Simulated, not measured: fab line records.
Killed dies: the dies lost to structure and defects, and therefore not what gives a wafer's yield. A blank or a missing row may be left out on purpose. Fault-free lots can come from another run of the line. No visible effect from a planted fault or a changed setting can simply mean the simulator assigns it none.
fab line records / flow nand-harc
record lots=6 wafers=18 last-day=24
route steps=1159 shown A_M0@1014 A_M1@1026
lots with no fault: from the same line, run without faults
start-h: start of the lot's first displayed wafer, in hours after the record's first day / wait-h: how many hours have passed since the lot's step before this one / " same as the row above / L1.1+2: several wafers, shown together as one row / - no value, or no start was given / * or withheld: withheld / < > ~ a bound
route shown NAME@n: a module of which the file shows steps, and the number in the route of the first / usual: mean/standard deviation taken from wafers without a fault / same: alike in all rows / chamber/n: place in a boat / sites: per-site readings / _std_site: standard deviation of those values / _edge_site: the outer-site mean with the inner-site mean subtracted / radius-mm: for every site, how far away it sits from the centre of the wafer / mask NAME#n: copy n / behind: the last tool/chamber to shape the wafer / hold: reason for holding the lot/hours on hold/outcome of the hold / device: names the non-switching transistor (n, p or np) / end of line: the same wafers' tests at the end of the route / for a step that has no rows: nothing shown but its recipe / killed: not the wafer's yield, but the dies lost to structure and defects at the first sort / map: dies across one wafer; x = killed, . = not, _ = none there
set.NAME: the setting the step ran with; set.NAME@STEP: the setting that earlier step ran with / model.NAME: the simulator's own value behind a step, which no gauge read
certain route steps with their lots: each step a table, each wafer a row
services: the hour from which a tool's chamber was out of use, counted from the record's first day as start-h (under 0 if before that day), plus the number of hours and why
## steps
# step NHARC_A_M0_PRE_CLEAN_29
# recipe time-s=30 temp-c=280 gas=H2/He
# step NHARC_A_M0_PVD_20
# recipe target-thk-a=50 bias-v=168.6 power-w=15000 chamber-pressure-pa=0.12 time-s=8.06 substrate-temp-c=50 material=TaN
# usual throttle-valve-pct=29.6/0.96
lot.wafer=L469.1 tool=pvd-sputter-03 chamber=- start-h=- wait-h=- throttle-valve-pct=28.2
lot.wafer=L469.3 tool=pvd-sputter-03 chamber=- start-h=- wait-h=- throttle-valve-pct=28.5
lot.wafer=L469.5 tool=pvd-sputter-03 chamber=- start-h=- wait-h=- throttle-valve-pct=27.9
lot.wafer=L472.1 tool=pvd-sputter-03 chamber=- start-h=- wait-h=- throttle-valve-pct=27.8
lot.wafer=L472.5 tool=pvd-sputter-03 chamber=- start-h=- wait-h=- throttle-valve-pct=28.5
lot.wafer=L472.6 tool=pvd-sputter-03 chamber=- start-h=- wait-h=- throttle-valve-pct=30.5
lot.wafer=L484.4 tool=pvd-sputter-03 chamber=- start-h=- wait-h=- throttle-valve-pct=30.4
lot.wafer=L484.2 tool=pvd-sputter-03 chamber=- start-h=- wait-h=- throttle-valve-pct=27.6
lot.wafer=L484.6 tool=pvd-sputter-03 chamber=- start-h=- wait-h=- throttle-valve-pct=28.9
lot.wafer=L485.3 tool=pvd-sputter-02 chamber=- start-h=- wait-h=- throttle-valve-pct=28.3
lot.wafer=L485.1 tool=pvd-sputter-02 chamber=- start-h=- wait-h=- throttle-valve-pct=31.1
lot.wafer=L485.2 tool=pvd-sputter-02 chamber=- start-h=- wait-h=- throttle-valve-pct=30.4
lot.wafer=L490.1 tool=pvd-sputter-03 chamber=- start-h=- wait-h=- throttle-valve-pct=29.5
lot.wafer=L490.4 tool=pvd-sputter-03 chamber=- start-h=- wait-h=- throttle-valve-pct=29.2
lot.wafer=L490.3 tool=pvd-sputter-03 chamber=- start-h=- wait-h=- throttle-valve-pct=30.2
lot.wafer=L491.4 tool=pvd-sputter-03 chamber=- start-h=- wait-h=- throttle-valve-pct=29.1
lot.wafer=L491.2 tool=pvd-sputter-03 chamber=- start-h=- wait-h=- throttle-valve-pct=30.1
lot.wafer=L491.6 tool=pvd-sputter-03 chamber=- start-h=- wait-h=- throttle-valve-pct=29.4
# step NHARC_A_M0_PVD_21
# recipe target-thk-a=300 chamber-pressure-pa=5 power-w=5000 substrate-temp-c=30 time-s=20.49 material=Cu
# usual throttle-valve-pct=29.7/0.96
lot.wafer=L469.1 tool=pvd-sputter-03 chamber=- start-h=- wait-h=- throttle-valve-pct=28.8
lot.wafer=L469.3 tool=pvd-sputter-03 chamber=- start-h=- wait-h=- throttle-valve-pct=31.1
lot.wafer=L469.5 tool=pvd-sputter-03 chamber=- start-h=- wait-h=- throttle-valve-pct=28.4
lot.wafer=L472.1 tool=pvd-sputter-03 chamber=- start-h=- wait-h=- throttle-valve-pct=27.8
lot.wafer=L472.6 tool=pvd-sputter-03 chamber=- start-h=- wait-h=- throttle-valve-pct=28.2
lot.wafer=L472.5 tool=pvd-sputter-03 chamber=- start-h=- wait-h=- throttle-valve-pct=30.4
lot.wafer=L484.4 tool=pvd-sputter-03 chamber=- start-h=- wait-h=- throttle-valve-pct=29.3
lot.wafer=L484.2 tool=pvd-sputter-03 chamber=- start-h=- wait-h=- throttle-valve-pct=29.0
lot.wafer=L484.6 tool=pvd-sputter-03 chamber=- start-h=- wait-h=- throttle-valve-pct=30.1
lot.wafer=L485.1 tool=pvd-sputter-02 chamber=- start-h=- wait-h=- throttle-valve-pct=31.1
lot.wafer=L485.2 tool=pvd-sputter-02 chamber=- start-h=- wait-h=- throttle-valve-pct=30.4
lot.wafer=L485.3 tool=pvd-sputter-02 chamber=- start-h=- wait-h=- throttle-valve-pct=30.2
lot.wafer=L490.4 tool=pvd-sputter-03 chamber=- start-h=- wait-h=- throttle-valve-pct=30.1
lot.wafer=L490.1 tool=pvd-sputter-03 chamber=- start-h=- wait-h=- throttle-valve-pct=27.8
lot.wafer=L490.3 tool=pvd-sputter-03 chamber=- start-h=- wait-h=- throttle-valve-pct=29.1
lot.wafer=L491.2 tool=pvd-sputter-03 chamber=- start-h=- wait-h=- throttle-valve-pct=29.1
lot.wafer=L491.4 tool=pvd-sputter-03 chamber=- start-h=- wait-h=- throttle-valve-pct=30.3
lot.wafer=L491.6 tool=pvd-sputter-03 chamber=- start-h=- wait-h=- throttle-valve-pct=29.0
# step NHARC_A_M0_ECD_22
# recipe target-thk-a=4000 bath-temp-c=25 material=Cu
# step NHARC_A_M0_ANNEAL_30
# recipe temp-c=225 time-s=90
# step NHARC_A_M0_CMP_23
# recipe t-overpolish-s=20 target-thk-nm=113.75
# usual motor-current-A=12.0/1.4 time-to-endpoint-s=28.9/2.1
lot.wafer=L469.3 tool=cmp-04 chamber=3 start-h=404.41 wait-h=- motor-current-A=10.2 time-to-endpoint-s=31.2
lot.wafer=L469.1 tool=cmp-04 chamber=0 start-h=404.41 wait-h=- motor-current-A=10.2 time-to-endpoint-s=32.7
lot.wafer=L469.5 tool=cmp-04 chamber=2 start-h=404.41 wait-h=- motor-current-A=11.9 time-to-endpoint-s=32.3
lot.wafer=L472.1 tool=cmp-03 chamber=3 start-h=419.34 wait-h=- motor-current-A=12.1 time-to-endpoint-s=32.2
lot.wafer=L472.5 tool=cmp-03 chamber=1 start-h=419.34 wait-h=- motor-current-A=11.1 time-to-endpoint-s=29.7
lot.wafer=L472.6 tool=cmp-03 chamber=2 start-h=419.34 wait-h=- motor-current-A=11.9 time-to-endpoint-s=28.6
lot.wafer=L484.2 tool=cmp-04 chamber=0 start-h=499.64 wait-h=- motor-current-A=10.3 time-to-endpoint-s=27.2
lot.wafer=L484.4 tool=cmp-04 chamber=1 start-h=499.64 wait-h=- motor-current-A=11.7 time-to-endpoint-s=28.6
lot.wafer=L484.6 tool=cmp-04 chamber=0 start-h=499.64 wait-h=- motor-current-A=9.9 time-to-endpoint-s=27.6
lot.wafer=L485.3 tool=cmp-04 chamber=2 start-h=504.92 wait-h=- motor-current-A=13.7 time-to-endpoint-s=27.0
lot.wafer=L485.2 tool=cmp-04 chamber=0 start-h=504.92 wait-h=- motor-current-A=10.1 time-to-endpoint-s=29.6
lot.wafer=L485.1 tool=cmp-04 chamber=1 start-h=504.92 wait-h=- motor-current-A=12.2 time-to-endpoint-s=28.4
lot.wafer=L490.1 tool=cmp-03 chamber=1 start-h=539.01 wait-h=- motor-current-A=11.2 time-to-endpoint-s=25.2
lot.wafer=L490.4 tool=cmp-03 chamber=2 start-h=539.01 wait-h=- motor-current-A=12.3 time-to-endpoint-s=28.8
lot.wafer=L490.3 tool=cmp-03 chamber=3 start-h=539.01 wait-h=- motor-current-A=11.9 time-to-endpoint-s=26.2
lot.wafer=L491.2 tool=cmp-03 chamber=2 start-h=543.45 wait-h=- motor-current-A=12.5 time-to-endpoint-s=27.8
lot.wafer=L491.4 tool=cmp-03 chamber=1 start-h=543.45 wait-h=- motor-current-A=10.8 time-to-endpoint-s=27.5
lot.wafer=L491.6 tool=cmp-03 chamber=3 start-h=543.45 wait-h=- motor-current-A=11.9 time-to-endpoint-s=25.8
# step NHARC_A_M0_THK_MEAS_24
# recipe thk-meas-gauge=xrf
# usual thk-nm=113.9/1.3
lot.wafer=L469.1 tool=film-metro-01 chamber=- start-h=404.70 wait-h=- thk-nm=113.3
lot.wafer=L469.3 tool=film-metro-01 chamber=- start-h=404.70 wait-h=- thk-nm=114.2
lot.wafer=L469.5 tool=film-metro-01 chamber=- start-h=404.70 wait-h=- thk-nm=114.1
lot.wafer=L472.1 tool=film-metro-01 chamber=- start-h=419.60 wait-h=- thk-nm=114.1
lot.wafer=L472.5 tool=film-metro-01 chamber=- start-h=419.60 wait-h=- thk-nm=114.4
lot.wafer=L472.6 tool=film-metro-01 chamber=- start-h=419.60 wait-h=- thk-nm=113.3
lot.wafer=L484.2 tool=film-metro-01 chamber=- start-h=499.95 wait-h=- thk-nm=115.9
lot.wafer=L484.4 tool=film-metro-01 chamber=- start-h=499.95 wait-h=- thk-nm=113.4
lot.wafer=L484.6 tool=film-metro-01 chamber=- start-h=499.95 wait-h=- thk-nm=113.6
lot.wafer=L485.1 tool=film-metro-01 chamber=- start-h=505.24 wait-h=- thk-nm=112.5
lot.wafer=L485.2 tool=film-metro-01 chamber=- start-h=505.24 wait-h=- thk-nm=114.5
lot.wafer=L485.3 tool=film-metro-01 chamber=- start-h=505.24 wait-h=- thk-nm=113.7
lot.wafer=L490.1 tool=film-metro-01 chamber=- start-h=539.32 wait-h=- thk-nm=114.6
lot.wafer=L490.3 tool=film-metro-01 chamber=- start-h=539.32 wait-h=- thk-nm=114.1
lot.wafer=L490.4 tool=film-metro-01 chamber=- start-h=539.32 wait-h=- thk-nm=112.9
lot.wafer=L491.2 tool=film-metro-02 chamber=- start-h=543.77 wait-h=- thk-nm=113.1
lot.wafer=L491.4 tool=film-metro-02 chamber=- start-h=543.77 wait-h=- thk-nm=113.8
lot.wafer=L491.6 tool=film-metro-02 chamber=- start-h=543.77 wait-h=- thk-nm=112.3
# step NHARC_A_M0_SRD_25
# step NHARC_A_M0_INSPECT_27
# usual raw-defect-count=429/110
lot.wafer=L469.1 tool=defect-inspect-02 chamber=- start-h=404.88 wait-h=0.0 raw-defect-count=333
lot.wafer=L469.3 tool=defect-inspect-02 chamber=- start-h=404.88 wait-h=0.0 raw-defect-count=376
lot.wafer=L469.5 tool=defect-inspect-02 chamber=- start-h=404.88 wait-h=0.0 raw-defect-count=311
lot.wafer=L472.1 tool=defect-inspect-01 chamber=- start-h=419.75 wait-h=0.0 raw-defect-count=424
lot.wafer=L472.5 tool=defect-inspect-01 chamber=- start-h=419.75 wait-h=0.0 raw-defect-count=354
lot.wafer=L472.6 tool=defect-inspect-01 chamber=- start-h=419.75 wait-h=0.0 raw-defect-count=332
lot.wafer=L484.2 tool=defect-inspect-01 chamber=- start-h=500.11 wait-h=0.0 raw-defect-count=409
lot.wafer=L484.4 tool=defect-inspect-01 chamber=- start-h=500.11 wait-h=0.0 raw-defect-count=424
lot.wafer=L484.6 tool=defect-inspect-01 chamber=- start-h=500.11 wait-h=0.0 raw-defect-count=429
lot.wafer=L485.1 tool=defect-inspect-02 chamber=- start-h=505.41 wait-h=0.0 raw-defect-count=676
lot.wafer=L485.2 tool=defect-inspect-02 chamber=- start-h=505.41 wait-h=0.0 raw-defect-count=547
lot.wafer=L485.3 tool=defect-inspect-02 chamber=- start-h=505.41 wait-h=0.0 raw-defect-count=334
lot.wafer=L490.1 tool=defect-inspect-02 chamber=- start-h=539.51 wait-h=0.0 raw-defect-count=395
lot.wafer=L490.3 tool=defect-inspect-02 chamber=- start-h=539.51 wait-h=0.0 raw-defect-count=391
lot.wafer=L490.4 tool=defect-inspect-02 chamber=- start-h=539.51 wait-h=0.0 raw-defect-count=344
lot.wafer=L491.2 tool=defect-inspect-01 chamber=- start-h=543.93 wait-h=0.0 raw-defect-count=585
lot.wafer=L491.4 tool=defect-inspect-01 chamber=- start-h=543.93 wait-h=0.0 raw-defect-count=430
lot.wafer=L491.6 tool=defect-inspect-01 chamber=- start-h=543.93 wait-h=0.0 raw-defect-count=359
# step NHARC_A_M0_PRE_CLEAN_31
# recipe time-s=12 temp-c=370 rf-power-w=300 gas=NH3
# usual heater-power-w=636/98
lot.wafer=L469.3 tool=pecvd-02 chamber=0 start-h=404.96 wait-h=0.1 heater-power-w=497 since-wet-clean-h=58
lot.wafer=L469.1 tool=pecvd-02 chamber=1 start-h=404.96 wait-h=0.1 heater-power-w=541 since-wet-clean-h=58
lot.wafer=L469.5 tool=pecvd-02 chamber=0 start-h=404.96 wait-h=0.1 heater-power-w=500 since-wet-clean-h=-
lot.wafer=L472.1 tool=pecvd-03 chamber=1 start-h=420.01 wait-h=0.3 heater-power-w=725 since-wet-clean-h=115
lot.wafer=L472.5 tool=pecvd-03 chamber=1 start-h=420.01 wait-h=0.3 heater-power-w=751 since-wet-clean-h=-
lot.wafer=L472.6 tool=pecvd-03 chamber=2 start-h=420.01 wait-h=0.3 heater-power-w=665 since-wet-clean-h=-
lot.wafer=L484.2 tool=pecvd-04 chamber=2 start-h=500.19 wait-h=0.1 heater-power-w=688 since-wet-clean-h=111
lot.wafer=L484.4 tool=pecvd-04 chamber=1 start-h=500.19 wait-h=0.1 heater-power-w=626 since-wet-clean-h=-
lot.wafer=L484.6 tool=pecvd-04 chamber=2 start-h=500.19 wait-h=0.1 heater-power-w=684 since-wet-clean-h=-
lot.wafer=L485.3 tool=pecvd-02 chamber=0 start-h=505.87 wait-h=0.5 heater-power-w=479 since-wet-clean-h=159
lot.wafer=L485.2 tool=pecvd-02 chamber=1 start-h=505.87 wait-h=0.5 heater-power-w=492 since-wet-clean-h=159
lot.wafer=L485.1 tool=pecvd-02 chamber=2 start-h=505.87 wait-h=0.5 heater-power-w=584 since-wet-clean-h=159
lot.wafer=L490.1 tool=pecvd-04 chamber=2 start-h=539.59 wait-h=0.1 heater-power-w=721 since-wet-clean-h=150
lot.wafer=L490.3 tool=pecvd-04 chamber=0 start-h=539.59 wait-h=0.1 heater-power-w=835 since-wet-clean-h=150
lot.wafer=L490.4 tool=pecvd-04 chamber=0 start-h=539.59 wait-h=0.1 heater-power-w=830 since-wet-clean-h=-
lot.wafer=L491.2 tool=pecvd-03 chamber=1 start-h=544.00 wait-h=0.1 heater-power-w=742 since-wet-clean-h=58
lot.wafer=L491.4 tool=pecvd-03 chamber=1 start-h=544.00 wait-h=0.1 heater-power-w=751 since-wet-clean-h=-
lot.wafer=L491.6 tool=pecvd-03 chamber=2 start-h=544.00 wait-h=0.1 heater-power-w=677 since-wet-clean-h=-
# step NHARC_A_M0_DEP_32
# recipe target-thk-a=300 temp-c=370 target-thk-nm=30 pressure-torr=3 flow-sccm=200 rf-w=450 material=SiCN
# usual chamber-pressure-Torr=3.001/0.0075 heater-power-outer-w=312/50 heater-power-w=581/94 showerhead-vpp-V=1308/81
lot.wafer=L469.3 tool=pecvd-02 chamber=0 start-h=405.07 wait-h=0.1 chamber-pressure-Torr=3.015 heater-power-outer-w=260 heater-power-w=501 showerhead-vpp-V=1351 since-wet-clean-h=58
lot.wafer=L469.1 tool=pecvd-02 chamber=1 start-h=405.07 wait-h=0.1 chamber-pressure-Torr=3.024 heater-power-outer-w=232 heater-power-w=423 showerhead-vpp-V=1414 since-wet-clean-h=58
lot.wafer=L469.5 tool=pecvd-02 chamber=0 start-h=405.07 wait-h=0.1 chamber-pressure-Torr=3.003 heater-power-outer-w=275 heater-power-w=482 showerhead-vpp-V=1388 since-wet-clean-h=-
lot.wafer=L472.1 tool=pecvd-03 chamber=1 start-h=420.12 wait-h=0.1 chamber-pressure-Torr=3.004 heater-power-outer-w=308 heater-power-w=608 showerhead-vpp-V=1365 since-wet-clean-h=115
lot.wafer=L472.5 tool=pecvd-03 chamber=1 start-h=420.12 wait-h=0.1 chamber-pressure-Torr=2.997 heater-power-outer-w=312 heater-power-w=611 showerhead-vpp-V=1349 since-wet-clean-h=-
lot.wafer=L472.6 tool=pecvd-03 chamber=2 start-h=420.12 wait-h=0.1 chamber-pressure-Torr=3.003 heater-power-outer-w=341 heater-power-w=598 showerhead-vpp-V=1216 since-wet-clean-h=-
lot.wafer=L484.2 tool=pecvd-04 chamber=2 start-h=500.30 wait-h=0.1 chamber-pressure-Torr=3.007 heater-power-outer-w=381 heater-power-w=672 showerhead-vpp-V=1185 since-wet-clean-h=111
lot.wafer=L484.4 tool=pecvd-04 chamber=1 start-h=500.30 wait-h=0.1 chamber-pressure-Torr=3.001 heater-power-outer-w=332 heater-power-w=579 showerhead-vpp-V=1353 since-wet-clean-h=-
lot.wafer=L484.6 tool=pecvd-04 chamber=2 start-h=500.30 wait-h=0.1 chamber-pressure-Torr=3.013 heater-power-outer-w=371 heater-power-w=662 showerhead-vpp-V=1210 since-wet-clean-h=-
lot.wafer=L485.3 tool=pecvd-02 chamber=0 start-h=505.95 wait-h=0.1 chamber-pressure-Torr=3.003 heater-power-outer-w=231 heater-power-w=443 showerhead-vpp-V=1367 since-wet-clean-h=159
lot.wafer=L485.2 tool=pecvd-02 chamber=1 start-h=505.95 wait-h=0.1 chamber-pressure-Torr=2.999 heater-power-outer-w=287 heater-power-w=488 showerhead-vpp-V=1439 since-wet-clean-h=159
lot.wafer=L485.1 tool=pecvd-02 chamber=2 start-h=505.95 wait-h=0.1 chamber-pressure-Torr=3.007 heater-power-outer-w=297 heater-power-w=600 showerhead-vpp-V=1238 since-wet-clean-h=159
lot.wafer=L490.1 tool=pecvd-04 chamber=2 start-h=539.69 wait-h=0.1 chamber-pressure-Torr=2.996 heater-power-outer-w=349 heater-power-w=635 showerhead-vpp-V=1198 since-wet-clean-h=151
lot.wafer=L490.3 tool=pecvd-04 chamber=0 start-h=539.69 wait-h=0.1 chamber-pressure-Torr=2.998 heater-power-outer-w=388 heater-power-w=745 showerhead-vpp-V=1397 since-wet-clean-h=151
lot.wafer=L490.4 tool=pecvd-04 chamber=0 start-h=539.69 wait-h=0.1 chamber-pressure-Torr=3.005 heater-power-outer-w=384 heater-power-w=743 showerhead-vpp-V=1374 since-wet-clean-h=-
lot.wafer=L491.2 tool=pecvd-03 chamber=1 start-h=544.07 wait-h=0.1 chamber-pressure-Torr=2.998 heater-power-outer-w=310 heater-power-w=611 showerhead-vpp-V=1366 since-wet-clean-h=58
lot.wafer=L491.4 tool=pecvd-03 chamber=1 start-h=544.07 wait-h=0.1 chamber-pressure-Torr=2.999 heater-power-outer-w=318 heater-power-w=620 showerhead-vpp-V=1367 since-wet-clean-h=-
lot.wafer=L491.6 tool=pecvd-03 chamber=2 start-h=544.07 wait-h=0.1 chamber-pressure-Torr=3.019 heater-power-outer-w=360 heater-power-w=623 showerhead-vpp-V=1211 since-wet-clean-h=-
# step NHARC_A_M1_DEP_00
# recipe target-thk-a=1825 target-thk-nm=182.5 temp-c=withheld pressure-torr=5 flow-sccm=200 rf-w=600 material=SiOC
# usual chamber-pressure-Torr=4.998/0.012 rf-fwd-power-W=598.7/1.6 showerhead-vpp-V=1515/90
lot.wafer=L469.1 tool=pecvd-04 chamber=0 start-h=405.44 wait-h=- chamber-pressure-Torr=4.996 rf-fwd-power-W=599.2 showerhead-vpp-V=1590 since-wet-clean-h=16
lot.wafer=L469.3 tool=pecvd-04 chamber=1 start-h=405.44 wait-h=- chamber-pressure-Torr=5.018 rf-fwd-power-W=598.7 showerhead-vpp-V=1573 since-wet-clean-h=16
lot.wafer=L469.5 tool=pecvd-04 chamber=0 start-h=405.44 wait-h=- chamber-pressure-Torr=5.001 rf-fwd-power-W=599.8 showerhead-vpp-V=1579 since-wet-clean-h=-
lot.wafer=L472.1 tool=pecvd-04 chamber=0 start-h=420.67 wait-h=- chamber-pressure-Torr=5.005 rf-fwd-power-W=599.6 showerhead-vpp-V=1605 since-wet-clean-h=31
lot.wafer=L472.6 tool=pecvd-04 chamber=0 start-h=420.67 wait-h=- chamber-pressure-Torr=4.995 rf-fwd-power-W=599.0 showerhead-vpp-V=1613 since-wet-clean-h=-
lot.wafer=L472.5 tool=pecvd-04 chamber=1 start-h=420.67 wait-h=- chamber-pressure-Torr=5.013 rf-fwd-power-W=599.8 showerhead-vpp-V=1518 since-wet-clean-h=-
lot.wafer=L484.2 tool=pecvd-03 chamber=2 start-h=500.76 wait-h=- chamber-pressure-Torr=- rf-fwd-power-W=- showerhead-vpp-V=- since-wet-clean-h=-
lot.wafer=L484.6 tool=pecvd-03 chamber=0 start-h=500.76 wait-h=- chamber-pressure-Torr=- rf-fwd-power-W=- showerhead-vpp-V=- since-wet-clean-h=-
lot.wafer=L484.4 tool=pecvd-03 chamber=2 start-h=500.76 wait-h=- chamber-pressure-Torr=- rf-fwd-power-W=- showerhead-vpp-V=- since-wet-clean-h=-
lot.wafer=L485.2 tool=pecvd-04 chamber=2 start-h=506.39 wait-h=- chamber-pressure-Torr=- rf-fwd-power-W=- showerhead-vpp-V=- since-wet-clean-h=-
lot.wafer=L485.3 tool=pecvd-04 chamber=0 start-h=506.39 wait-h=- chamber-pressure-Torr=- rf-fwd-power-W=- showerhead-vpp-V=- since-wet-clean-h=-
lot.wafer=L485.1 tool=pecvd-04 chamber=1 start-h=506.39 wait-h=- chamber-pressure-Torr=- rf-fwd-power-W=- showerhead-vpp-V=- since-wet-clean-h=-
lot.wafer=L490.3 tool=pecvd-04 chamber=1 start-h=540.04 wait-h=- chamber-pressure-Torr=5.002 rf-fwd-power-W=601.2 showerhead-vpp-V=1561 since-wet-clean-h=151
lot.wafer=L490.1 tool=pecvd-04 chamber=2 start-h=540.04 wait-h=- chamber-pressure-Torr=5.011 rf-fwd-power-W=600.6 showerhead-vpp-V=1401 since-wet-clean-h=151
lot.wafer=L490.4 tool=pecvd-04 chamber=1 start-h=540.04 wait-h=- chamber-pressure-Torr=5.022 rf-fwd-power-W=601.6 showerhead-vpp-V=1546 since-wet-clean-h=-
lot.wafer=L491.2 tool=pecvd-02 chamber=0 start-h=544.53 wait-h=- chamber-pressure-Torr=5.023 rf-fwd-power-W=597.6 showerhead-vpp-V=1574 since-wet-clean-h=16
lot.wafer=L491.4 tool=pecvd-02 chamber=2 start-h=544.53 wait-h=- chamber-pressure-Torr=5.006 rf-fwd-power-W=597.4 showerhead-vpp-V=1422 since-wet-clean-h=-
lot.wafer=L491.6 tool=pecvd-02 chamber=1 start-h=544.53 wait-h=- chamber-pressure-Torr=5.005 rf-fwd-power-W=599.0 showerhead-vpp-V=1679 since-wet-clean-h=-
# step NHARC_A_M1_DEHYDRATE_01
# recipe temp-c=150 time-s=120
## services
tool=pvd-sputter-03 chamber=- start-h=380.24 hours=1.5 kind=repair
tool=pecvd-04 chamber=0 start-h=389.22 hours=- kind=clean
tool=pecvd-04 chamber=1 start-h=389.22 hours=- kind=clean
tool=pecvd-04 chamber=2 start-h=389.22 hours=- kind=clean
tool=pvd-sputter-02 chamber=- start-h=392.02 hours=10.0 kind=pm
tool=pvd-sputter-03 chamber=- start-h=393.57 hours=0.7 kind=repair
tool=pecvd-02 chamber=1 start-h=414.46 hours=8.1 kind=repair
tool=pvd-sputter-03 chamber=- start-h=420.85 hours=6.7 kind=repair
tool=pecvd-02 chamber=0 start-h=429.67 hours=5.2 kind=repair
tool=cmp-04 chamber=- start-h=436.19 hours=4.0 kind=pm
tool=cmp-04 chamber=- start-h=448.00 hours=0.5 kind=repair
tool=cmp-03 chamber=- start-h=450.01 hours=4.0 kind=pm
tool=pvd-sputter-03 chamber=- start-h=458.00 hours=10.0 kind=pm
tool=pecvd-02 chamber=1 start-h=470.44 hours=17.1 kind=repair
tool=cmp-03 chamber=- start-h=473.17 hours=1.1 kind=repair
tool=pecvd-03 chamber=- start-h=473.39 hours=13.0 kind=pm
tool=pecvd-03 chamber=0 start-h=473.39 hours=13.0 kind=vent-cycle
tool=pecvd-03 chamber=1 start-h=473.39 hours=13.0 kind=vent-cycle
tool=pecvd-03 chamber=2 start-h=473.39 hours=13.0 kind=vent-cycle
tool=pecvd-02 chamber=0 start-h=477.34 hours=2.7 kind=repair
tool=pecvd-02 chamber=- start-h=515.26 hours=13.0 kind=pm
tool=pecvd-04 chamber=0 start-h=517.96 hours=4.8 kind=repair
tool=cmp-04 chamber=- start-h=534.19 hours=4.0 kind=pm
tool=cmp-04 chamber=- start-h=542.22 hours=0.5 kind=repair
## key
first-sign step=NHARC_A_M1_DEP_00 reading=tool-record direction=missing
effect none on later readings
met-at NHARC_A_M1_DEP_00
struck-wafers L484.2,L484.4,L484.6,L485.1,L485.2,L485.3
later-rows-left-out L484.2,L484.4,L484.6,L485.1,L485.2,L485.3
sort-left-out L484.2,L484.4,L484.6,L485.1,L485.2,L485.3
onset-between 420.67 500.76
fault kind=skipped-step-whole tool=pecvd-03,pecvd-04 chamber=- onset-h=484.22 steps=NHARC_A_M1_DEP_00 scope=struck-lots-only
# sort-left-out: the simulated sort isn't trusted on such a fault, so these wafers' sort isn't shown, and their yield isn't known
# later-rows-left-out: the simulator's readings of these wafers behind a module that went badly wrong aren't trusted and aren't shown, but for the sort
